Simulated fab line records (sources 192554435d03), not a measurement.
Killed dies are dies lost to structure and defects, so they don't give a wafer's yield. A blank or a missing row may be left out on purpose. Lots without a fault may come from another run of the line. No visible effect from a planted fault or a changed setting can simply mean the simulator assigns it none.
Lot-split experiment	flow n5_finfet	7 lots, 39 wafers read, on a route of 1938 steps

== THE SPLIT ==
At N5_BEOL_M13_TRENCH_ETCH_34 (etches SiOC in C4F8/O2/Ar, target depth 413.47 nm, time 162.6 s), the setting time_s was moved away from the recipe's 162.6 s on 18 of the 39 wafers read, by -48.3% to +42.7%. All remaining wafers had this setting at the recipe value.

== FROM THE SPLIT TO THE READING: what the file shows between them, 10 steps ==
- N5_BEOL_M13_STRIP_70: strips in C4F8/O2/Ar
- N5_BEOL_M13_OCD_MEAS_35
- N5_BEOL_M13_STRIP_37: strips in N2/H2
- N5_BEOL_M13_ETCH_38: etches SiCN in CF4/N2, target depth 67.5 nm, time 71.9 s
- N5_BEOL_M13_ECD_47: material Cu, target thk 936 nm
- N5_BEOL_M13_ANNEAL_48: time 90 s
- N5_BEOL_M13_CMP_49: polishes, stops on SiOC, t overpolish 17.1 s, target thk 420 nm
- N5_BEOL_M13_THK_MEAS_50: measures by xrf
- N5_BEOL_M13_PRE_CLEAN_52: time 15 s
- N5_BEOL_M13_DEP_53: deposits SiCN from 3MS/NH3, target thk 50 nm, time 17.8 s

== THE READING ==
M13_RS (ohm/sq), read at N5_BEOL_M13_RS_MEAS_54 with a four-point probe. Typical for fault-free wafers on this fab line: 0.0447 ohm/sq, with standard deviation 0.00072 ohm/sq.

wafer	tool, chamber at the split	time_s as run, s	against the recipe	M13_RS, ohm/sq	against lot-mates on the recipe
L074.1	rie_diel-01, 2	162.6	recipe	0.0437	-
L074.2	rie_diel-01, 3	127.8	-21.4%	0.0571	+0.0127
L074.3	rie_diel-01, 1	162.6	recipe	0.0449	-
L074.4	rie_diel-01, 2	127.8	-21.4%	0.0559	+0.0115
L074.5	rie_diel-01, 3	162.6	recipe	0.0447	-
L074.6	rie_diel-01, 1	127.8	-21.4%	0.0569	+0.0125
L077.1	rie_diel-04, 1	162.6	recipe	0.0458	-
L077.2	rie_diel-04, 0	84.1	-48.3%	0.0898	+0.0444
L077.3	rie_diel-04, 2	162.6	recipe	0.0452	-
L077.4	rie_diel-04, 0	84.1	-48.3%	0.0895	+0.0441
L077.5	rie_diel-04, 1	84.1	-48.3%	0.0896	+0.0442
L077.6	rie_diel-04, 2	162.6	recipe	0.0452	-
L079.2	rie_diel-01, 3	162.6	recipe	0.0452	-
L079.4	rie_diel-01, 1	162.6	recipe	0.0443	-
L079.5	rie_diel-01, 2	162.6	recipe	0.0438	-
L075.1	rie_diel-05, 3	232	+42.7%	0.0310	-0.0141
L075.2	rie_diel-05, 1	232	+42.7%	0.0311	-0.0140
L075.3	rie_diel-05, 0	162.6	recipe	0.0456	-
L075.4	rie_diel-05, 2	162.6	recipe	0.0442	-
L075.5	rie_diel-05, 0	162.6	recipe	0.0455	-
L075.6	rie_diel-05, 1	232	+42.7%	0.0310	-0.0141
L081.1	rie_diel-04, 1	162.6	recipe	0.0450	-
L081.2	rie_diel-04, 0	162.6	recipe	0.0448	-
L081.3	rie_diel-04, 2	162.6	recipe	0.0451	-
L081.4	rie_diel-04, 1	102.6	-36.9%	0.0709	+0.0259
L081.5	rie_diel-04, 0	102.6	-36.9%	0.0716	+0.0266
L081.6	rie_diel-04, 2	102.6	-36.9%	0.0717	+0.0267
L087.1	rie_diel-04, 1	128.5	-21.0%	0.0584	+0.0134
L087.2	rie_diel-04, 0	128.5	-21.0%	0.0582	+0.0132
L087.3	rie_diel-04, 3	128.5	-21.0%	0.0563	+0.0113
L087.4	rie_diel-04, 2	162.6	recipe	0.0456	-
L087.5	rie_diel-04, 0	162.6	recipe	0.0453	-
L087.6	rie_diel-04, 3	162.6	recipe	0.0442	-
L089.1	rie_diel-04, 3	230.7	+41.9%	0.0307	-0.0141
L089.2	rie_diel-04, 0	230.7	+41.9%	0.0317	-0.0131
L089.3	rie_diel-04, 2	162.6	recipe	0.0455	-
L089.4	rie_diel-04, 1	162.6	recipe	0.0450	-
L089.5	rie_diel-04, 3	162.6	recipe	0.0438	-
L089.6	rie_diel-04, 0	230.7	+41.9%	0.0321	-0.0127

FIT RESULTS
A straight line over all 39 wafers: M13_RS changes by -0.000571 ohm/sq for each +1% of time_s; r = -0.93; the points scatter about the line by 0.0057 ohm/sq.
The same after taking each lot's own level away (the mean of its wafers on the recipe; 39 wafers): -0.000569 ohm/sq for each +1%; r = -0.93; scatter 0.0056 ohm/sq.
Per that fit: largest time_s move, reading shift of 0.027 ohm/sq.
The lots' own levels span 0.04443 to 0.04540 ohm/sq, that is 1.3 times the standard deviation above.
Hence the lot-to-lot level has little effect on the slope; both slopes agree.
Check: for one of the wafers moved furthest among these (-48.3%), held out of the fit, the line's prediction against its lot-mates is +0.0292 ohm/sq. Against them it came out at +0.0444 ohm/sq.

== THE WHOLE CHAIN: every reading that the file lists as answering this split, in the file's order ==
step	what it does	reading	change (the file's fit)	r (the file's)
N5_BEOL_M13_TRENCH_ETCH_34	etches SiOC in C4F8/O2/Ar, target depth 413.47 nm, time 162.6 s	etch.depth_nm (the simulator's own value, which no gauge read)	+4.16 nm for each +1% of the setting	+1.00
N5_BEOL_M13_OCD_MEAS_35		trench_depth_nm	+4.15 nm for each +1% of the setting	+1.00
N5_BEOL_M13_CMP_49	polishes, stops on SiOC, t overpolish 17.1 s, target thk 420 nm	Cu_of_BEOL_M13_ECD_47.thk_nm (the simulator's own value, which no gauge read)	+4.16 nm for each +1% of the setting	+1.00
N5_BEOL_M13_THK_MEAS_50	measures by xrf	M13_THK	+4.07 for each +1% of the setting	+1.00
N5_BEOL_M13_RS_MEAS_54	measures by four-point-probe	M13_RS	-0.000587 for each +1% of the setting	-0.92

== FILE'S OWN FIT ==
M13_RS changes by -0.000587 ohm/sq for each +1% of time_s, r = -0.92.
